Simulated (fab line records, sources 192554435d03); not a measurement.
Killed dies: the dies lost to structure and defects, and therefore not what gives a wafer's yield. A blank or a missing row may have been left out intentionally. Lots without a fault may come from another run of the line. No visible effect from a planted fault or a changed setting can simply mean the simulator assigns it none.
fab line records | flow n5-finfet
record: lots: 7 | wafers: 20 | last-day: 18
route steps=1938 shown BEOL_M10@1512 PASSIVATION@1936
lots untouched by any fault: they come from a run of this same line in which no faults occurred
start-h: hours from the record's opening day to when the first of the lot's shown wafers began | wait-h: hours from the lot's prior step to this one | " identical to the entry in the row above | L1.1+2: one row covering several wafers at once | - value missing, or start not given | * or withheld: withheld | < > ~ a bound
route shown NAME@n: NAME is a module with steps in the file, n the number in the route of the first one | usual: the fault-free wafers' mean and standard deviation | same: alike in all rows | chamber/n: place in a boat | sites: readings site by site | _std_site: their standard deviation | _edge_site: inner sites' mean taken away from outer sites' mean | radius-mm: for every site, how far away it sits from the centre of the wafer | mask NAME#n: copy n | behind: the last tool/chamber to shape the wafer | hold: the reason the lot was held/the length of the hold in hours/how it ended | device: transistor that didn't switch, given as n, p or np | end of line: tests of these same wafers at the route's end | a step without rows: its recipe alone | killed: at the first sort, the dies lost to defects and structure; wafer yield is something else | map: shows each die of a wafer: x if killed, . if not, _ if none is there
set.NAME: the setting that was run; set.NAME@STEP: the one run at that earlier step | model.NAME: the simulator's own value behind a step, which no gauge read
a table for each step, a row for each wafer; lots at some steps of the route
services: a tool's chamber out of use, with start hour (start-h, from the record's first day; less than 0 if before it), hours out, and reason
== steps ==
step: N5_BEOL_M10_TRENCH_ETCH_37
recipe: chemistry: C4F6/O2 | target-depth-a: 1488.3 | target: SiCOH_lowk | time-s: 48 | ion-energy-ev: 250 | pressure-mtorr: 30 | source-w: 345 | bias-w: 185 | Ar_flow_sccm: 300 | C4F6_flow_sccm: 10 | O2_flow_sccm: 10
step: N5_BEOL_M10_ETCH_41
recipe: chemistry: CH3F/O2 | target: SiCN | target-depth-a: 426 | taper-deg: 2 | time-s: 86 | ion-energy-ev: 120 | mask-material: TiN | pressure-mtorr: 30 | source-w: 395 | bias-w: 75 | Ar_flow_sccm: 150 | CH3F_flow_sccm: 30 | O2_flow_sccm: 20
step: N5_BEOL_M10_STRIP_77
recipe: chemistry: N2/H2 | time-s: 10 | power-w: 450 | temp-c: 40 | pressure-mtorr: 20 | rf-frequency-hz: 6e+07 | bias-power-w: 7 | n2-flow-sccm: 200 | h2-flow-sccm: 200
usual: drypump-motor-current-A: 5.8/0.39 | oes-product-au: 0.82/0.1 | rf-vpp-V: 59.2/0.91 | showerhead-plenum-p-Torr: 2.55/0.095 | throttle-valve-pct: 23.65/0.27
lot.wafer | tool        | chamber | start-h | wait-h | drypump-motor-current-A | oes-product-au | rf-hours-counter-h | rf-vpp-V | showerhead-plenum-p-Torr | throttle-valve-pct
L684.2    | rie-diel-02 | 1       | -       | -      | 5.9                     | 0.91           | 26                 | 60.7     | 2.61                     | 23.67
L684.3    | "           | 3       | "       | "      | 6.5                     | 0.68           | 224                | 59.3     | 2.52                     | 23.84
L684.5    | "           | 1       | "       | "      | 5.9                     | 0.91           | -                  | 60.2     | 2.61                     | 23.67
L690.1    | rie-diel-05 | 1       | -       | -      | 6.2                     | 0.73           | 188                | 59.8     | 2.62                     | 23.67
L690.4    | "           | 3       | "       | "      | 5.5                     | 0.86           | 47                 | 59.4     | 2.48                     | 24.07
L690.5    | "           | 2       | "       | "      | 5.5                     | 0.72           | -                  | 59.1     | 2.31                     | 23.48
L697.2    | rie-diel-02 | 1       | -       | -      | 5.9                     | 0.84           | 61                 | 58.4     | 2.59                     | 23.72
L697.6    | "           | 2       | "       | "      | 5.6                     | 0.88           | -                  | 58.0     | 2.50                     | 23.65
L701.2    | rie-diel-02 | 2       | -       | -      | 5.6                     | 0.85           | 42                 | 59.1     | 2.50                     | 23.64
L701.3    | "           | 0       | "       | "      | 6.2                     | 0.92           | 19                 | 58.9     | 2.72                     | 23.21
L701.5    | "           | 2       | "       | "      | 5.6                     | 0.85           | -                  | 58.5     | 2.49                     | 23.64
L698.1    | rie-diel-04 | 0       | -       | -      | 5.6                     | 0.80           | 115                | 59.3     | 2.69                     | 23.88
L698.4    | "           | 0       | "       | "      | 5.6                     | 0.80           | -                  | 58.5     | 2.69                     | 23.87
L698.6    | "           | 2       | "       | "      | 5.3                     | 0.88           | -                  | 58.4     | 2.50                     | 24.00
L703.1    | rie-diel-05 | 2       | -       | -      | 5.5                     | 0.70           | 228                | 57.3     | 2.30                     | 23.52
L703.2    | "           | 1       | "       | "      | 6.2                     | 0.71           | 214                | 58.0     | 2.61                     | 23.71
L703.4    | "           | 3       | "       | "      | 5.6                     | 0.85           | 72                 | 59.6     | 2.47                     | 24.09
L705.1    | rie-diel-04 | 1       | -       | -      | 5.5                     | 0.89           | 19                 | 60.0     | 2.60                     | 23.32
L705.3    | "           | 2       | "       | "      | 5.3                     | 0.86           | 48                 | 57.8     | 2.49                     | 24.02
L705.6    | "           | 0       | "       | "      | 5.6                     | 0.77           | -                  | 60.3     | 2.68                     | 23.89
step: N5_BEOL_M10_OCD_MEAS_38
usual: trench-depth-nm: 146/3.2
lot.wafer | tool   | chamber | start-h | wait-h | trench-depth-nm
L684.2    | ocd-02 | -       | 217.39  | -      | 147
L684.3    | "      | -       | "       | "      | 141
L684.5    | "      | -       | "       | "      | 146
L690.1    | ocd-01 | -       | 265.90  | -      | 146
L690.4    | "      | -       | "       | "      | 153
L690.5    | "      | -       | "       | "      | 146
L697.2    | ocd-02 | -       | 303.80  | -      | 143
L697.6    | "      | -       | "       | "      | 147
L701.2    | ocd-02 | -       | 332.39  | -      | 146
L701.3    | "      | -       | "       | "      | 151
L701.5    | "      | -       | "       | "      | 147
L698.1    | ocd-02 | -       | 333.35  | -      | 147
L698.4    | "      | -       | "       | "      | 147
L698.6    | "      | -       | "       | "      | 143
L703.1    | ocd-02 | -       | 357.34  | -      | 147
L703.2    | "      | -       | "       | "      | 143
L703.4    | "      | -       | "       | "      | 154
L705.1    | ocd-02 | -       | 365.84  | -      | 148
L705.3    | "      | -       | "       | "      | 143
L705.6    | "      | -       | "       | "      | 145
step: N5_BEOL_M10_HM_STRIP_39
recipe: chemistry: peroxide-tin-strip | material: TiN | target-depth-a: 250 | temp-c: 50 | time-s: 158
step: N5_BEOL_M10_SRD_40
recipe: time-s: 30 | temp-c: 23 | rinse-liquid: diw | dry: ipa-marangoni
step: N5_BEOL_M10_PRECLEAN_42
recipe: chemistry: residue-remover | time-s: 60 | temp-c: 40
step: N5_BEOL_M10_SRD_43
recipe: time-s: 30 | temp-c: 23 | rinse-liquid: diw | dry: ipa-marangoni
step: N5_BEOL_M10_CD_MEAS_35
recipe: target-cd-nm: 70 | polarity: opening
usual: cd-nm: 69.5/0.78
lot.wafer | tool      | chamber | start-h | wait-h | cd-nm
L684.2    | cd-sem-01 | -       | 217.54  | 0.0    | 69.4
L684.3    | "         | -       | "       | "      | 70.0
L684.5    | "         | -       | "       | "      | 69.9
L690.1    | cd-sem-03 | -       | 266.05  | 0.0    | 69.2
L690.4    | "         | -       | "       | "      | 68.4
L690.5    | "         | -       | "       | "      | 68.2
L697.2    | cd-sem-02 | -       | 303.95  | 0.0    | 69.1
L697.6    | "         | -       | "       | "      | 69.5
L701.2    | cd-sem-03 | -       | 332.55  | 0.0    | 70.2
L701.3    | "         | -       | "       | "      | 69.6
L701.5    | "         | -       | "       | "      | 70.7
L698.1    | cd-sem-03 | -       | 333.51  | 0.0    | 70.3
L698.4    | "         | -       | "       | "      | 69.8
L698.6    | "         | -       | "       | "      | 70.1
L703.1    | cd-sem-02 | -       | 357.49  | 0.0    | 69.0
L703.2    | "         | -       | "       | "      | 70.0
L703.4    | "         | -       | "       | "      | 70.6
L705.1    | cd-sem-02 | -       | 365.99  | 0.0    | 70.2
L705.3    | "         | -       | "       | "      | 69.7
L705.6    | "         | -       | "       | "      | 70.0
step: N5_BEOL_M10_CURE_72
recipe: temp-c: 370 | time-s: 120 | ambient: DMADMS/He | material: SiCOH_lowk
usual: lamp-power-pct: 52.30/0.05 | wafer_temp_C_max: 371.6/0.62
lot.wafer | tool       | chamber | start-h | wait-h | lamp-power-pct | wafer_temp_C_max
L684.2    | uv-cure-01 | 1       | 217.87  | 0.3    | 52.28          | 371.1
L684.3    | "          | 1       | "       | "      | 52.27          | 371.3
L684.5    | "          | 1       | "       | "      | 52.26          | 371.4
L690.1    | uv-cure-03 | 1       | 266.10  | 0.0    | 52.21          | 372.4
L690.4    | "          | 1       | "       | "      | 52.27          | 373.5
L690.5    | "          | 1       | "       | "      | 52.29          | 372.8
L697.2    | uv-cure-03 | 1       | 304.04  | 0.1    | 52.28          | 372.0
L697.6    | "          | 1       | "       | "      | 52.28          | 372.5
L701.2    | uv-cure-01 | 0       | 332.64  | 0.1    | 52.27          | 371.0
L701.3    | "          | 0       | "       | "      | 52.33          | 371.4
L701.5    | "          | 0       | "       | "      | 52.35          | 371.8
L698.1    | uv-cure-01 | 1       | 333.55  | 0.0    | 52.31          | 371.4
L698.4    | "          | 1       | "       | "      | 52.24          | 371.6
L698.6    | "          | 1       | "       | "      | 52.28          | 371.6
L703.1    | uv-cure-03 | 0       | 357.54  | 0.0    | 52.24          | 370.7
L703.2    | "          | 0       | "       | "      | 52.38          | 370.9
L703.4    | "          | 0       | "       | "      | 52.29          | 371.2
L705.1    | uv-cure-02 | 0       | 366.03  | 0.0    | 52.39          | 371.7
L705.3    | "          | 0       | "       | "      | 52.24          | 371.7
L705.6    | "          | 0       | "       | "      | 52.32          | 371.3
step: N5_BEOL_M10_DEGAS_44
recipe: ambient: vacuum | temp-c: 250 | time-s: 60
usual: heater-power-w: 336/33
lot.wafer | tool           | chamber | start-h | wait-h | heater-power-w
L684.2    | pvd-sputter-02 | -       | 218.82  | 0.9    | 379
L684.3    | "              | -       | "       | "      | 371
L684.5    | "              | -       | "       | "      | 381
L690.1    | pvd-sputter-02 | -       | 266.46  | 0.3    | 367
L690.4    | "              | -       | "       | "      | 372
L690.5    | "              | -       | "       | "      | 387
L697.2    | pvd-sputter-03 | -       | 304.49  | 0.4    | 347
L697.6    | "              | -       | "       | "      | 311
L701.2    | pvd-sputter-01 | -       | 333.58  | 0.9    | 324
L701.3    | "              | -       | "       | "      | 313
L701.5    | "              | -       | "       | "      | 319
L698.1    | pvd-sputter-01 | -       | 333.87  | 0.3    | 238
L698.4    | "              | -       | "       | "      | 315
L698.6    | "              | -       | "       | "      | 328
L703.1    | pvd-sputter-02 | -       | 357.91  | 0.3    | 377
L703.2    | "              | -       | "       | "      | 343
L703.4    | "              | -       | "       | "      | 327
L705.1    | pvd-sputter-01 | -       | 366.36  | 0.3    | 240
L705.3    | "              | -       | "       | "      | 309
L705.6    | "              | -       | "       | "      | 315
step: N5_BEOL_M10_PRE_CLEAN_45
recipe: gas: H2/He | time-s: 30 | temp-c: 250
usual: heater-power-w: 337/33
lot.wafer | tool           | chamber | start-h | wait-h | heater-power-w
L684.2    | pvd-sputter-02 | -       | 218.86  | 0.0    | 381
L684.3    | "              | -       | "       | "      | 367
L684.5    | "              | -       | "       | "      | 382
L690.1    | pvd-sputter-02 | -       | 266.50  | 0.0    | 375
L690.4    | "              | -       | "       | "      | 382
L690.5    | "              | -       | "       | "      | 376
L697.2    | pvd-sputter-03 | -       | 304.53  | 0.0    | 344
L697.6    | "              | -       | "       | "      | 302
L701.2    | pvd-sputter-01 | -       | 333.62  | 0.0    | 332
L701.3    | "              | -       | "       | "      | 313
L701.5    | "              | -       | "       | "      | 304
L698.1    | pvd-sputter-01 | -       | 333.91  | 0.0    | 236
L698.4    | "              | -       | "       | "      | 313
L698.6    | "              | -       | "       | "      | 322
L703.1    | pvd-sputter-02 | -       | 357.95  | 0.0    | 377
L703.2    | "              | -       | "       | "      | 338
L703.4    | "              | -       | "       | "      | 335
L705.1    | pvd-sputter-01 | -       | 366.40  | 0.0    | 238
L705.3    | "              | -       | "       | "      | 314
L705.6    | "              | -       | "       | "      | 311
step: N5_BEOL_M10_ALD_74
recipe: material: TaN | target-thk-a: 20 | temp-c: 275 | ald-precursor-family: PDMAT | ald-co-reactant: NH3 | pressure-torr: 3 | carrier-flow-sccm: 1500 | pulse-time-s: 2 | purge-time-s: 3 | co-reactant-purge-time-s: 2 | co-reactant-pulse-time-s: 3 | ald-cycles: 40 | precursor-vessel-temp-c: 75 | precursor-vessel-pressure-torr: 26.25 | precursor-vessel-carrier-sccm: 1000
usual: ald-cycles: 40/0 | heater-power-w: 416/34
same: co-reactant-pulse-time-s: 3 | co-reactant-purge-time-s: 2
lot.wafer | tool         | chamber | start-h | wait-h | ald-cycles | heater-power-w | since-wet-clean-h | model.TaN_of_BEOL_M10_ALD_74.thk-nm
L684.2    | ald-metal-04 | 2       | 218.92  | 0.0    | 40         | 399            | 4497              | 2
L684.3    | "            | 3       | "       | "      | 40         | 391            | 4497              | 2
L684.5    | "            | 3       | "       | "      | 40         | 381            | -                 | 2
L690.1    | ald-metal-01 | 3       | 266.58  | 0.1    | 40         | 441            | 6083              | 2
L690.4    | "            | 2       | "       | "      | 40         | 477            | 6083              | 2
L690.5    | "            | 2       | "       | "      | 40         | 483            | -                 | 2
L697.2    | ald-metal-01 | 0       | 304.65  | 0.1    | 59         | 443            | 6121              | 3
L697.6    | "            | 0       | "       | "      | 59         | 452            | -                 | 3
L701.2    | ald-metal-01 | 2       | 333.68  | 0.0    | 59         | 478            | 6150              | 3
L701.3    | "            | 3       | "       | "      | 40         | 446            | 6150              | 2
L701.5    | "            | 3       | "       | "      | 40         | 439            | -                 | 2
L698.1    | ald-metal-01 | 1       | 333.97  | 0.0    | 40         | 422            | 6151              | 2
L698.4    | "            | 0       | "       | "      | 40         | 450            | 6151              | 2
L698.6    | "            | 3       | "       | "      | 59         | 443            | -                 | 3
L703.1    | ald-metal-04 | 3       | 358.01  | 0.0    | 40         | 386            | 4636              | 2
L703.2    | "            | 2       | "       | "      | 40         | 397            | 4636              | 2
L703.4    | "            | 2       | "       | "      | 40         | 392            | -                 | 2
L705.1    | ald-metal-02 | 3       | 366.46  | 0.0    | 40         | 419            | 1568              | 2
L705.3    | "            | 0       | "       | "      | 40         | 399            | 1568              | 2
L705.6    | "            | 0       | "       | "      | 40         | 395            | -                 | 2
step: N5_BEOL_M10_SURFACE_TREAT_76
recipe: gas: Ar | time-s: * | ion-energy-ev: * | ion-current-ma-cm2: 0.5 | pressure-mtorr: * | ar-flow-sccm: 30
usual: throttle-valve-pct: *
lot.wafer | tool           | chamber | start-h | wait-h | throttle-valve-pct
L684.2    | pvd-sputter-03 | -       | 219.21  | 0.2    | *
L684.3    | "              | -       | "       | "      | *
L684.5    | "              | -       | "       | "      | *
L690.1    | pvd-sputter-01 | -       | 266.97  | 0.3    | *
L690.4    | "              | -       | "       | "      | *
L690.5    | "              | -       | "       | "      | *
L697.2    | pvd-sputter-03 | -       | 305.15  | 0.4    | *
L697.6    | "              | -       | "       | "      | *
L701.2    | pvd-sputter-03 | -       | 333.99  | 0.2    | *
L701.3    | "              | -       | "       | "      | *
L701.5    | "              | -       | "       | "      | *
L698.1    | pvd-sputter-03 | -       | 334.27  | 0.2    | *
L698.4    | "              | -       | "       | "      | *
L698.6    | "              | -       | "       | "      | *
L703.1    | pvd-sputter-03 | -       | 358.36  | 0.2    | *
L703.2    | "              | -       | "       | "      | *
L703.4    | "              | -       | "       | "      | *
L705.1    | pvd-sputter-01 | -       | 366.74  | 0.2    | *
L705.3    | "              | -       | "       | "      | *
L705.6    | "              | -       | "       | "      | *
step: N5_PASSIVATION_PROBE_49
usual: defect-limited-yield: 91.2/1.6 | killed_at_M0_to_M3: 34/11 | killed_at_M4_up: 13/5.2 | killed-at-contacts: 13/6.3 | killed-at-front-end: 40/14 | killed-at-other: 3.2/2.4 | killed-dies: 104/19 | killed-open: 69/14 | killed-short: 32/7.5 | sort_bin_4_leakage: 0.00/0.04 | sort_bin_5_function: 5.3/1.1 | sort_bin_6_memory: 3.2/0.73 | sort_bin_8_speed: 0.01/0.038 | sort-n-pass: 1076/19 | sort-yield-pct: 91.2/1.6
same: gross-dies: 1180 | killed-at-back-side: 0
lot.wafer | tool      | chamber | start-h | wait-h | defect-limited-yield[%] | killed_at_M0_to_M3 | killed_at_M4_up | killed-at-contacts | killed-at-front-end | killed-at-other | killed-dies | killed-open | killed-short | sort_bin_4_leakage[%] | sort_bin_5_function[%] | sort_bin_6_memory[%] | sort_bin_8_speed[%] | sort-n-pass | sort-yield-pct[%]
L684.2    | prober-02 | -       | 264.20  | 0.1    | 89.9                    | 27                 | 17              | 22                 | 46                  | 7               | 119         | 80          | 35           | 0                     | 6.0                    | 3.6                  | 0                   | 1061        | 89.9
L684.3    | prober-02 | -       | 264.25  | 0.1    | 93.1                    | 21                 | 11              | 6                  | 40                  | 3               | 81          | 54          | 23           | 0                     | 3.7                    | 3.1                  | 0.25                | 1096        | 92.9
L684.5    | prober-02 | -       | 264.35  | 0.2    | 95.1                    | 17                 | 10              | 11                 | 19                  | 1               | 58          | 40          | 17           | 0                     | 3.2                    | 1.6                  | 0                   | 1122        | 95.1
L690.1    | prober-02 | -       | 315.59  | 0.0    | 92.5                    | 38                 | 5               | 6                  | 36                  | 3               | 88          | 62          | 24           | 0                     | 3.9                    | 3.1                  | 0                   | 1092        | 92.5
L690.4    | prober-02 | -       | 315.74  | 0.2    | 89.8                    | 45                 | 18              | 11                 | 37                  | 9               | 120         | 74          | 45           | 0                     | 6.6                    | 3.2                  | 0                   | 1060        | 89.8
L690.5    | prober-02 | -       | 315.79  | 0.2    | 92.0                    | 25                 | 8               | 16                 | 42                  | 3               | 94          | 63          | 30           | 0                     | 5.5                    | 2.3                  | 0                   | 1086        | 92.0
L697.2    | prober-02 | -       | 364.54  | 0.1    | 88.3                    | 52                 | 21              | 21                 | 39                  | 5               | 138         | 95          | 41           | 0                     | 7.1                    | 4.4                  | 0                   | 1042        | 88.3
L697.6    | prober-02 | -       | 364.74  | 0.3    | 89.4                    | 64                 | 8               | 11                 | 38                  | 4               | 125         | 83          | 39           | 0                     | 6.0                    | 4.3                  | 0                   | 1055        | 89.4
L698.1    | prober-01 | -       | 384.97  | 0.0    | 88.3                    | 53                 | 20              | 7                  | 56                  | 2               | 138         | 94          | 43           | 0                     | 7.6                    | 3.6                  | 0                   | 1042        | 88.3
L698.4    | prober-01 | -       | 385.12  | 0.2    | 89.5                    | 51                 | 11              | 14                 | 44                  | 4               | 124         | 77          | 46           | 0.34                  | 5.8                    | 4.0                  | 0                   | 1052        | 89.2
L698.6    | prober-01 | -       | 385.22  | 0.3    | 88.1                    | 61                 | 4               | 18                 | 50                  | 7               | 140         | 91          | 46           | 0                     | 7.1                    | 4.3                  | 0                   | 1040        | 88.1
L701.2    | prober-02 | -       | 387.42  | 0.1    | 92.5                    | 29                 | 12              | 12                 | 32                  | 3               | 88          | 58          | 26           | 0                     | 4.5                    | 2.6                  | 0                   | 1092        | 92.5
L701.3    | prober-02 | -       | 387.47  | 0.1    | 91.9                    | 38                 | 15              | 12                 | 28                  | 3               | 96          | 63          | 32           | 0                     | 4.7                    | 3.2                  | 0                   | 1084        | 91.9
L701.5    | prober-02 | -       | 387.57  | 0.2    | 93.8                    | 33                 | 12              | 3                  | 25                  | 0               | 73          | 46          | 23           | 0                     | 3.3                    | 2.6                  | 0                   | 1107        | 93.8
L703.1    | prober-02 | -       | 406.43  | 0.0    | 89.6                    | 38                 | 15              | 10                 | 52                  | 8               | 123         | 87          | 33           | 0                     | 7.4                    | 2.8                  | 0                   | 1057        | 89.6
L703.2    | prober-02 | -       | 406.48  | 0.1    | 91.9                    | 16                 | 18              | 1                  | 60                  | 0               | 95          | 61          | 33           | 0                     | 4.2                    | 3.6                  | 0                   | 1085        | 91.9
L703.4    | prober-02 | -       | 406.58  | 0.2    | 90.6                    | 33                 | 14              | 12                 | 51                  | 1               | 111         | 75          | 31           | 0                     | 5.5                    | 3.2                  | 0                   | 1069        | 90.6
L705.1    | prober-01 | -       | 421.55  | 0.0    | 90.6                    | 43                 | 17              | 4                  | 45                  | 2               | 111         | 65          | 43           | 0                     | 5.5                    | 3.8                  | 0                   | 1069        | 90.6
L705.3    | prober-01 | -       | 421.65  | 0.1    | 92.3                    | 37                 | 11              | 14                 | 27                  | 2               | 91          | 54          | 37           | 0                     | 5.1                    | 2.2                  | 0                   | 1089        | 92.3
L705.6    | prober-01 | -       | 421.80  | 0.3    | 90.6                    | 36                 | 18              | 7                  | 48                  | 2               | 111         | 73          | 34           | 0                     | 6.5                    | 2.3                  | 0                   | 1069        | 90.6
killed by level:class
L684.2 MOL_CONTACT_COAG:geometric-particle:open=15 FIN_SAQP:geometric-particle:open=14 STI_FIN_REVEAL:geometric-particle:open=11 BEOL_M2:geometric-particle:open=8 BEOL_M4:geometric-particle:open=7 MOL_CONTACT_COAG:geometric-particle:short=6 FIN_SAQP:geometric-particle:short=5 DUMMY_GATE:geometric-particle:open=5
L684.3 FIN_SAQP:geometric-particle:open=11 FIN_SAQP:geometric-particle:short=7 STI_FIN_REVEAL:geometric-particle:open=7 MOL_CONTACT_COAG:geometric-particle:open=6 BEOL_M0_SAQP:geometric-particle:open=6 BEOL_M0:geometric-particle:open=6 BEOL_M0_SAQP:geometric-particle:short=4 STARTING-WAFER:geometric-particle:short=4
L684.5 MOL_CONTACT_COAG:geometric-particle:open=8 BEOL_M0_SAQP:geometric-particle:open=5 BEOL_M3:geometric-particle:open=4 STI_FIN_REVEAL:geometric-particle:open=3 GATE_CUT:geometric-particle:open=3 BEOL_M5:geometric-particle:open=3 BEOL_M2:geometric-particle:short=3 FIN_SAQP:geometric-particle:open=2
L690.1 BEOL_M2:geometric-particle:open=16 FIN_SAQP:geometric-particle:open=12 BEOL_M3:geometric-particle:open=9 FIN_SAQP:geometric-particle:short=6 MOL_CONTACT_COAG:geometric-particle:open=5 STI_FIN_REVEAL:geometric-particle:open=4 BEOL_M0_SAQP:geometric-particle:short=4 BEOL_M1:geometric-particle:open=4
L690.4 BEOL_M4:geometric-particle:open=12 MOL_CONTACT_COAG:geometric-particle:open=10 BEOL_M0_SAQP:geometric-particle:short=10 FIN_SAQP:geometric-particle:short=9 BEOL_M2:geometric-particle:open=9 STI_FIN_REVEAL:geometric-particle:open=8 BEOL_M0:geometric-particle:open=6 BEOL_M0_SAQP:geometric-particle:open=5
L690.5 MOL_CONTACT_COAG:geometric-particle:open=12 DUMMY_GATE:geometric-particle:open=8 BEOL_M2:geometric-particle:open=7 FIN_SAQP:geometric-particle:open=5 ILD0:geometric-particle:open=5 STI_FIN_REVEAL:geometric-particle:open=4 MOL_CONTACT_COAG:geometric-particle:short=4 BEOL_M0_SAQP:geometric-particle:short=4
L697.2 MOL_CONTACT_COAG:geometric-particle:open=15 BEOL_M4:geometric-particle:open=15 BEOL_M0_SAQP:geometric-particle:short=12 BEOL_M0_SAQP:geometric-particle:open=12 BEOL_M3:geometric-particle:open=9 FIN_SAQP:geometric-particle:open=9 STI_FIN_REVEAL:geometric-particle:open=6 DUMMY_GATE:geometric-particle:open=6
L697.6 BEOL_M0_SAQP:geometric-particle:open=15 BEOL_M1:geometric-particle:open=15 GATE_CUT:geometric-particle:short=10 BEOL_M3:geometric-particle:open=9 MOL_CONTACT_COAG:geometric-particle:open=8 BEOL_M0_SAQP:geometric-particle:short=8 BEOL_M2:geometric-particle:open=7 STI_FIN_REVEAL:geometric-particle:open=5
L698.1 FIN_SAQP:geometric-particle:open=20 BEOL_M0_SAQP:geometric-particle:open=16 BEOL_M0_SAQP:geometric-particle:short=12 FIN_SAQP:geometric-particle:short=11 BEOL_M4:geometric-particle:open=11 BEOL_M1:geometric-particle:open=10 GATE_CUT:geometric-particle:short=8 BEOL_M3:geometric-particle:open=8
L698.4 BEOL_M3:geometric-particle:open=15 FIN_SAQP:geometric-particle:open=14 BEOL_M0_SAQP:geometric-particle:open=13 MOL_CONTACT_COAG:geometric-particle:open=10 FIN_SAQP:geometric-particle:short=8 BEOL_M2:geometric-particle:short=7 BEOL_M0_SAQP:geometric-particle:short=6 BEOL_M3:geometric-particle:short=5
L698.6 FIN_SAQP:geometric-particle:open=17 BEOL_M3:geometric-particle:open=16 BEOL_M0_SAQP:geometric-particle:open=13 MOL_CONTACT_COAG:geometric-particle:open=12 FIN_SAQP:geometric-particle:short=11 BEOL_M0_SAQP:geometric-particle:short=11 BEOL_M1:geometric-particle:open=7 MOL_CONTACT_COAG:geometric-particle:short=6
L701.2 MOL_CONTACT_COAG:geometric-particle:open=8 DUMMY_GATE:geometric-particle:open=7 BEOL_M1:geometric-particle:open=7 BEOL_M3:geometric-particle:open=7 BEOL_M0_SAQP:geometric-particle:open=5 STARTING-WAFER:geometric-particle:open=5 STI_FIN_REVEAL:geometric-particle:open=4 MOL_CONTACT_COAG:geometric-particle:short=4
L701.3 STI_FIN_REVEAL:geometric-particle:open=11 BEOL_M0_SAQP:geometric-particle:short=11 MOL_CONTACT_COAG:geometric-particle:open=10 BEOL_M0_SAQP:geometric-particle:open=7 BEOL_M1:geometric-particle:open=6 BEOL_M3:geometric-particle:open=5 BEOL_M1:geometric-particle:short=4 BEOL_M2:geometric-particle:open=4
L701.5 BEOL_M0_SAQP:geometric-particle:open=8 FIN_SAQP:geometric-particle:short=6 BEOL_M1:geometric-particle:open=6 BEOL_M0_SAQP:geometric-particle:short=4 BEOL_M3:geometric-particle:open=4 FIN_SAQP:geometric-particle:open=3 STI_FIN_REVEAL:geometric-particle:open=3 DUMMY_GATE:geometric-particle:open=3
L703.1 BEOL_M0_SAQP:geometric-particle:open=12 FIN_SAQP:geometric-particle:open=11 BEOL_M3:geometric-particle:open=11 GATE_CUT:geometric-particle:short=8 MOL_CONTACT_COAG:geometric-particle:open=8 DUMMY_GATE:geometric-particle:open=7 FIN_SAQP:geometric-particle:short=6 BEOL_M1:geometric-particle:open=5
L703.2 FIN_SAQP:geometric-particle:open=23 FIN_SAQP:geometric-particle:short=15 DUMMY_GATE:geometric-particle:open=5 GATE_CUT:geometric-particle:short=5 BEOL_M4:geometric-particle:open=5 BEOL_M5:geometric-particle:open=5 BEOL_M1:geometric-particle:open=3 BEOL_M2:geometric-particle:open=3
L703.4 BEOL_M3:geometric-particle:open=16 MOL_CONTACT_COAG:geometric-particle:open=11 FIN_SAQP:geometric-particle:open=9 FIN_SAQP:geometric-particle:short=9 STI_FIN_REVEAL:geometric-particle:open=7 BEOL_M4:geometric-particle:open=6 DUMMY_GATE:geometric-particle:open=5 ILD0:geometric-particle:short=5
L705.1 FIN_SAQP:geometric-particle:short=14 FIN_SAQP:geometric-particle:open=14 BEOL_M2:geometric-particle:open=9 BEOL_M0_SAQP:geometric-particle:short=9 STI_FIN_REVEAL:geometric-particle:open=6 BEOL_M0_SAQP:geometric-particle:open=6 BEOL_M3:geometric-particle:open=6 BEOL_M1:geometric-particle:open=4
L705.3 FIN_SAQP:geometric-particle:short=11 MOL_CONTACT_COAG:geometric-particle:open=10 BEOL_M0_SAQP:geometric-particle:short=8 FIN_SAQP:geometric-particle:open=7 BEOL_M0_SAQP:geometric-particle:open=7 BEOL_M2:geometric-particle:open=7 MOL_CONTACT_COAG:geometric-particle:short=4 BEOL_M2:geometric-particle:short=4
L705.6 FIN_SAQP:geometric-particle:open=23 BEOL_M0_SAQP:geometric-particle:open=14 FIN_SAQP:geometric-particle:short=10 BEOL_M0_SAQP:geometric-particle:short=9 STI_FIN_REVEAL:geometric-particle:open=6 MOL_CONTACT_COAG:geometric-particle:open=4 BEOL_M4:geometric-particle:open=4 BEOL_M1:geometric-particle:open=4
== services ==
tool         | chamber | start-h | hours | kind
uv-cure-01   | -       | 201.01  | 7.5   | pm
rie-diel-05  | 3       | 201.47  | 13.7  | repair
ald-metal-01 | -       | 203.65  | 0.5   | repair
ald-metal-04 | -       | 204.95  | 0.5   | repair
uv-cure-03   | -       | 217.24  | 7.5   | pm
rie-diel-05  | 2       | 219.41  | 2.6   | repair
rie-diel-02  | 3       | 230.91  | 5.1   | repair
ald-metal-04 | 2       | 231.67  | 6.8   | repair
ald-metal-04 | -       | 239.21  | 1.0   | repair
uv-cure-01   | -       | 241.66  | 2.1   | pm
uv-cure-01   | -       | 261.58  | 15.1  | repair
ald-metal-04 | 0       | 271.85  | 3.6   | repair
ald-metal-01 | -       | 278.79  | 1.1   | repair
rie-diel-05  | -       | 291.28  | 14.6  | pm
uv-cure-01   | -       | 296.75  | 2.6   | repair
rie-diel-04  | 3       | 317.19  | 18.4  | repair
uv-cure-03   | -       | 319.69  | 1.0   | pm
rie-diel-02  | 2       | 328.01  | 2.4   | repair
ald-metal-01 | -       | 337.25  | 14.0  | pm
uv-cure-03   | -       | 346.53  | 6.0   | pm
ald-metal-04 | 1       | 349.01  | 10.4  | repair
rie-diel-04  | 3       | 352.07  | 12.2  | repair
uv-cure-01   | -       | 355.28  | 2.8   | repair
uv-cure-01   | -       | 360.28  | 2.8   | pm
== key ==
first-sign: step: N5_BEOL_M10_ALD_74 | reading: ald-cycles | direction: up | sigmas: 99+ | usual: * | struck: *
effect none on later readings
model-effect: step: N5_BEOL_M10_ALD_74 | value: TaN_of_BEOL_M10_ALD_74.thk-nm | without: 2 | struck: 3
met-at N5_BEOL_M10_ALD_74
struck-wafers L697.2,L697.6,L698.6,L701.2
onset-between 266.58 304.65
fault: kind: process-parameter-drift | tool: ald-metal-01 | chamber: - | onset-h: 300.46 | steps: N5_BEOL_M10_ALD_74 | channel: ald-cycles | offset: * | shape: step | end-h: 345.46 | scope: struck-wafers-only | acts-in: * | stated: *
